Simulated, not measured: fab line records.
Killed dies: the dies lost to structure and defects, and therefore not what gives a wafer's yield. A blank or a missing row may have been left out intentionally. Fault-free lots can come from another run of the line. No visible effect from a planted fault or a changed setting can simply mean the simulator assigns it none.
Split-lot study / flow n5Finfet / 21 wafers read from 7 lots, route of 1938 steps

== SPLIT DETAILS ==
At N5_SD_EPI_N_PEB_07 (peb time 60 s), the setting pebTempC was moved away from the recipe's 110 C on 10 of the 21 wafers read, by -3.0% to +3.3%. For the rest of the wafers, this setting stayed at what the recipe calls for.

== SPLIT TO READING: what lies between them in the file, 1 step ==
- N5_SD_EPI_N_DEVELOP_08: develop time 30 s

== THE READING ==
Shown in nm: cdNm at N5_SD_EPI_N_CD_MEAS_09, with target cd 120 nm. On this fab line, fault-free wafers typically give 120.0 nm with a standard deviation of 0.81 nm.

wafer=L074.3; tool, chamber at the split=lithoTrack-02, 0; pebTempC as run, C=113; against the recipe=+2.7%; cdNm, nm=128.1; against lot-mates on the recipe=+8.4
wafer=L074.4; tool, chamber at the split=lithoTrack-02, 0; pebTempC as run, C=110; against the recipe=recipe; cdNm, nm=120.0; against lot-mates on the recipe=-
wafer=L074.6; tool, chamber at the split=lithoTrack-02, 0; pebTempC as run, C=110; against the recipe=recipe; cdNm, nm=119.4; against lot-mates on the recipe=-
wafer=L078.1; tool, chamber at the split=lithoTrack-02, 0; pebTempC as run, C=110; against the recipe=recipe; cdNm, nm=119.8; against lot-mates on the recipe=-
wafer=L078.2; tool, chamber at the split=lithoTrack-02, 0; pebTempC as run, C=113.6; against the recipe=+3.3%; cdNm, nm=127.5; against lot-mates on the recipe=+7.7
wafer=L078.4; tool, chamber at the split=lithoTrack-02, 0; pebTempC as run, C=113.6; against the recipe=+3.3%; cdNm, nm=128.4; against lot-mates on the recipe=+8.6
wafer=L083.4; tool, chamber at the split=lithoTrack-02, 0; pebTempC as run, C=112.6; against the recipe=+2.4%; cdNm, nm=125.4; against lot-mates on the recipe=+6.5
wafer=L083.5; tool, chamber at the split=lithoTrack-02, 0; pebTempC as run, C=110; against the recipe=recipe; cdNm, nm=118.9; against lot-mates on the recipe=-
wafer=L083.6; tool, chamber at the split=lithoTrack-02, 0; pebTempC as run, C=112.6; against the recipe=+2.4%; cdNm, nm=125.2; against lot-mates on the recipe=+6.3
wafer=L087.2; tool, chamber at the split=lithoTrack-02, 0; pebTempC as run, C=110; against the recipe=recipe; cdNm, nm=118.9; against lot-mates on the recipe=-
wafer=L087.3; tool, chamber at the split=lithoTrack-02, 0; pebTempC as run, C=110; against the recipe=recipe; cdNm, nm=119.5; against lot-mates on the recipe=-
wafer=L087.6; tool, chamber at the split=lithoTrack-02, 0; pebTempC as run, C=110; against the recipe=recipe; cdNm, nm=119.1; against lot-mates on the recipe=-
wafer=L089.2; tool, chamber at the split=lithoTrack-02, 0; pebTempC as run, C=107.9; against the recipe=-1.9%; cdNm, nm=112.8; against lot-mates on the recipe=-6.9
wafer=L089.3; tool, chamber at the split=lithoTrack-02, 0; pebTempC as run, C=107.9; against the recipe=-1.9%; cdNm, nm=113.5; against lot-mates on the recipe=-6.2
wafer=L089.4; tool, chamber at the split=lithoTrack-02, 0; pebTempC as run, C=110; against the recipe=recipe; cdNm, nm=119.7; against lot-mates on the recipe=-
wafer=L091.2; tool, chamber at the split=lithoTrack-03, 0; pebTempC as run, C=110; against the recipe=recipe; cdNm, nm=120.3; against lot-mates on the recipe=-
wafer=L091.3; tool, chamber at the split=lithoTrack-03, 0; pebTempC as run, C=106.7; against the recipe=-3.0%; cdNm, nm=112.6; against lot-mates on the recipe=-7.7
wafer=L091.4; tool, chamber at the split=lithoTrack-03, 0; pebTempC as run, C=110; against the recipe=recipe; cdNm, nm=120.2; against lot-mates on the recipe=-
wafer=L096.1; tool, chamber at the split=lithoTrack-03, 0; pebTempC as run, C=107.7; against the recipe=-2.1%; cdNm, nm=112.8; against lot-mates on the recipe=-7.6
wafer=L096.4; tool, chamber at the split=lithoTrack-03, 0; pebTempC as run, C=110; against the recipe=recipe; cdNm, nm=120.4; against lot-mates on the recipe=-
wafer=L096.6; tool, chamber at the split=lithoTrack-03, 0; pebTempC as run, C=107.7; against the recipe=-2.1%; cdNm, nm=114.4; against lot-mates on the recipe=-6.0

THE FIT
A straight line over all 21 wafers: cdNm changes by +2.7 nm for each +1% of pebTempC; r = +0.99; the points scatter about the line by 0.8 nm.
The same after taking each lot's own level away (the mean of its wafers on the recipe; 21 wafers): +2.82 nm for each +1%; r = +0.99; scatter 0.69 nm.
Per that fit: largest pebTempC move, reading shift of 9.2 nm.
The span of the lots' own levels, 118.90 to 120.40 nm, comes to 1.9 times the standard deviation stated above.
The two slopes agree, so the slope changes little with the lot-to-lot level.
Check: +9.3 nm against its lot-mates is what the line predicts for one of the wafers moved furthest among these (+3.3%) when that wafer is left out of the fit. It came out at +7.7 nm against them.

== OTHER SPLITS ON THESE WAFERS ==
Other splits were also applied to these wafers ahead of the reading. Each is held against what the fit with the lots' levels taken away leaves over:
other split on the same wafers=N5_WELL_APT_EXPOSE_05 doseMj; wafers away from the commonest value=5; r with cdNm (lot level and that fit taken away)=+0.21
other split on the same wafers=N5_WELL_APT_DESCUM_13 timeS; wafers away from the commonest value=6; r with cdNm (lot level and that fit taken away)=+0.11
other split on the same wafers=N5_PMOS_HMC_CHANNEL_EPI_COAT_03 spinRpm; wafers away from the commonest value=9; r with cdNm (lot level and that fit taken away)=-0.04
other split on the same wafers=N5_PMOS_HMC_CHANNEL_EPI_PEB_07 pebTimeS; wafers away from the commonest value=8; r with cdNm (lot level and that fit taken away)=-0.33
other split on the same wafers=N5_FIN_SAQP_FIN_ETCH_36 icpW; wafers away from the commonest value=3; r with cdNm (lot level and that fit taken away)=-0.10
other split on the same wafers=N5_FIN_CUT_ETCH_21 biasW; wafers away from the commonest value=9; r with cdNm (lot level and that fit taken away)=-0.43
other split on the same wafers=N5_FIN_CUT_CUT_ETCH_26 sourceW; wafers away from the commonest value=6; r with cdNm (lot level and that fit taken away)=+0.09
other split on the same wafers=N5_SD_EPI_N_COAT_33 spinRpm; wafers away from the commonest value=6; r with cdNm (lot level and that fit taken away)=-0.05

== THE WHOLE CHAIN: every reading that the file lists as answering this split, in the file's order ==
step=N5_SD_EPI_N_CD_MEAS_09; what it does=target cd 120 nm; reading=cdNm; change (the file's fit)=+2.8 nm for each +1% of the setting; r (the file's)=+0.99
step=N5_SD_EPI_N_DESCUM_14; what it does=chemistry O2, time 7.9 s; reading=SD_EPI_N.cdNm (the simulator's own value, which no gauge read); change (the file's fit)=+2.79 nm for each +1% of the setting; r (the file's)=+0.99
step=N5_SD_EPI_N_ETCH_35; what it does=etches SOC in N2/H2, overetch 108 nm, time 486 s; reading=SD_EPI_N.cdNm (the simulator's own value, which no gauge read); change (the file's fit)=+2.67 nm for each +1% of the setting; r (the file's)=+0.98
step=N5_SD_EPI_N_ETCH_16; what it does=etches SiO2 in CHF3/O2, target depth 5 nm; reading=SD_EPI_N.cdNm (the simulator's own value, which no gauge read); change (the file's fit)=+2.64 nm for each +1% of the setting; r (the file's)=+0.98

== THE FILE'S OWN FIT ==
cdNm changes by +2.8 nm for each +1% of pebTempC, r = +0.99.
